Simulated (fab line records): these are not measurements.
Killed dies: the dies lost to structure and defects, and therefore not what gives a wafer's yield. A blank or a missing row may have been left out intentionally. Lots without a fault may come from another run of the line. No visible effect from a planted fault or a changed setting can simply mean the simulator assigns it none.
The tool behind it: which one? ; flow n5Finfet ; 11 lots, 31 wafers sampled, at 4 steps of a route of 1938

WHAT THE GAUGES SHOWED, per wafer
N5_BEOL_M4_RC_MEAS_101. Usual: DIBL_N 37.5 mV/V, standard deviation 1.9; DIBL_P 37.3 mV/V, standard deviation 2.4; IOFF_N 0.18 nA/um, standard deviation 0.038; IOFF_P 0.23 nA/um, standard deviation 0.045; ION_N 677 uA/um, standard deviation 11; ION_P 464 uA/um, standard deviation 8.1; SS_N 72.0 mV/dec, standard deviation 0.68; SS_P 73.5 mV/dec, standard deviation 0.77; VT_N 249 mV, standard deviation 3.3; VT_P -249 mV, standard deviation 3.6.
lot;measured;on;DIBL_N (mV/V);DIBL_P (mV/V);IOFF_N (nA/um);IOFF_P (nA/um);ION_N (uA/um);ION_P (uA/um);SS_N (mV/dec);SS_P (mV/dec);VT_N (mV);VT_P (mV);flag
L733;day 8 15:20;prober-01;34.8 39.1 35.7;37.3 44.5 37.7;0.18 0.26 0.18;0.20 0.34 0.20;683 693 677;465 472 460;72.7 73.3 72.2;72.9 74.0 72.6;249 244 251;-252 -242 -251;
L734;day 8 17:16;prober-01;36.2 34.6 33.8;38.4 33.9 35.0;0.18 0.15 0.13;0.24 0.17 0.18;671 667 657;468 461 457;72.0 72.0 71.6;73.2 72.3 72.8;251 252 252;-247 -251 -252;
L739;day 10 03:54;prober-01;39.1 37.8 36.3;39.1 36.6 35.3;0.18 0.16 0.14;0.25 0.22 0.19;665 665 666;463 460 456;73.1 72.4 71.7;74.1 73.1 72.8;252 255 255;-249 -247 -252;
L740;day 10 06:16;prober-02;37.2 37.7 37.5;37.5 37.4 37.3;0.18 0.19 0.17;0.25 0.24 0.23;673 674 669;469 467 461;71.4 72.3 71.2;73.7 74.2 74.2;250 252 249;-247 -247 -249;
L743;day 11 03:20;prober-02;41.0 37.7 39.6;43.1 37.0 40.5;0.25 0.18 0.24;0.32 0.21 0.28;676 684 684;464 460 470;73.2 72.2 73.1;75.0 73.8 74.4;247 250 241;-244 -250 -247;
L746;day 12 03:38;prober-01;37.4 34.9;34.8 33.6;0.18 0.14;0.24 0.19;676 663;470 454;72.2 71.0;73.2 72.4;251 251;-246 -250;
L745;day 12 05:04;prober-02;36.3 35.7;36.8 36.7;0.16 0.16;0.20 0.20;666 672;460 459;71.8 71.4;73.5 73.0;252 249;-253 -250;
L750;day 12 19:32;prober-02;36.3 37.6 38.5;36.1 37.0 37.8;0.15 0.17 0.17;0.20 0.21 0.21;689 677 669;471 458 457;71.4 71.7 72.2;72.4 72.8 73.7;249 248 253;-251 -250 -252;
L752;day 13 10:32;prober-01;35.9 34.5 38.4;35.1 32.9 39.1;0.15 0.13 0.22;0.20 0.17 0.30;672 650 701;460 450 482;72.0 71.4 72.4;74.0 72.2 73.5;250 253 244;-250 -253 -243;
L753;day 13 12:23;prober-02;38.9 36.0 34.5;38.9 36.7 36.0;0.22 0.15 0.13;0.25 0.21 0.20;682 675 664;458 466 462;72.6 71.9 71.6;73.9 72.7 73.4;248 249 253;-249 -248 -250;
L754;day 13 19:59;prober-02;41.6 37.2 38.0;42.9 36.3 37.6;0.28 0.17 0.17;0.37 0.24 0.23;705 670 670;480 462 462;72.5 71.4 72.1;75.0 73.9 73.2;243 249 251;-242 -245 -251;

N5_BEOL_M14_RS_MEAS_54: the measuring method here is four-point-probe. Usual: M14_RS gives 0.0339 ohm/sq (standard deviation 0.0011).
lot;measured;on;M14_RS (ohm/sq);flag
L733;day 11 20:05;filmMetro-02;0.0356 0.0338 0.0328;
L734;day 12 04:59;filmMetro-01;0.0329 0.0352 0.0354;
L739;day 13 15:13;filmMetro-02;0.0332 0.0355 0.0358;
L740;day 13 02:59;filmMetro-01;0.0342 0.0324 0.0353;
L743;day 14 11:50;filmMetro-01;0.0336 0.0341 0.0342;
L746;day 15 12:49;filmMetro-01;0.0336 0.0326;
L745;day 15 12:23;filmMetro-01;0.0352 0.0333;
L750;day 15 21:16;filmMetro-02;0.0335 0.0335 0.0328;
L752;day 16 14:49;filmMetro-02;0.0331 0.0338 0.0330;
L753;day 16 19:41;filmMetro-01;0.0357 0.0344 0.0358;
L754;day 16 19:54;filmMetro-01;0.0322 0.0323 0.0351;

N5_BEOL_M15_THK_MEAS_01. Usual: M15_ILD_THK gives 1629 nm (standard deviation 25).
lot;measured;on;M15_ILD_THK (nm);flag
L733;day 11 20:24;filmMetro-01;1606 1646 1612;
L734;day 12 05:24;filmMetro-01;1594 1587 1623;
L739;day 13 15:32;filmMetro-02;1615 1634 1618;
L740;day 13 03:18;filmMetro-01;1612 1623 1639;
L743;day 14 12:10;filmMetro-02;1631 1624 1658;
L746;day 15 13:08;filmMetro-01;1644 1614;
L745;day 15 12:43;filmMetro-01;1668 1675;
L750;day 15 21:34;filmMetro-02;1615 1648 1623;
L752;day 16 15:08;filmMetro-02;1596 1627 1615;
L753;day 16 20:00;filmMetro-01;1641 1683 1659;
L754;day 16 20:13;filmMetro-01;1601 1640 1624;

N5_BEOL_M15_CD_MEAS_17: target cd 360 nm. Usual: cdNm 362.0 nm, standard deviation 2.4.
lot;measured;on;cdNm (nm);flag
L733;day 11 21:32;cdSem-03;362.5 360.5 362.3;
L734;day 12 06:25;cdSem-01;363.2 362.3 365.2;
L739;day 13 17:02;cdSem-02;363.9 361.3 363.3;
L740;day 13 04:11;cdSem-01;355.6 360.0 357.3;
L743;day 14 13:04;cdSem-02;360.9 364.0 366.8;
L746;day 15 14:09;cdSem-01;362.1 363.3;
L745;day 15 13:36;cdSem-02;359.7 362.4;
L750;day 15 23:16;cdSem-01;358.1 360.3 360.5;
L752;day 16 16:22;cdSem-02;360.7 361.0 361.6;
L753;day 16 21:08;cdSem-01;362.0 363.6 360.7;
L754;day 16 21:58;cdSem-01;365.2 363.5 363.9;

TOOL THAT RAN EACH LOT (tool first, then ch and the chambers of the sampled wafers, then the start)
Record: no process step prior to these readings.

AS READ BY THE TOOLS THEMSELVES (means over the sampled wafers that have a number; for cases with no such wafer, the mark the record gives instead)
The record holds no such reading with a usual standard deviation.

THE ANSWER, worked out from the rows above alone
Rule: take the mean of a lot's wafers that have a number; if it is more than 3 standard deviations from the usual mean, the lot is off. Also off: a lot with no number at a reading for which 4 or more lots have one. Where the step has rows for the other lots, those lots are counted as sound. Order of review: gauges by route order, followed by the tools' own readings, for which a lot's mean as printed above is used. At the first step where some lot is off, the reading lying furthest off is the one used; lots without a number count as furthest.
Nothing can be told from this: no lot is off at any reading shown.

WHAT THE SIMULATOR HAD PUT IN
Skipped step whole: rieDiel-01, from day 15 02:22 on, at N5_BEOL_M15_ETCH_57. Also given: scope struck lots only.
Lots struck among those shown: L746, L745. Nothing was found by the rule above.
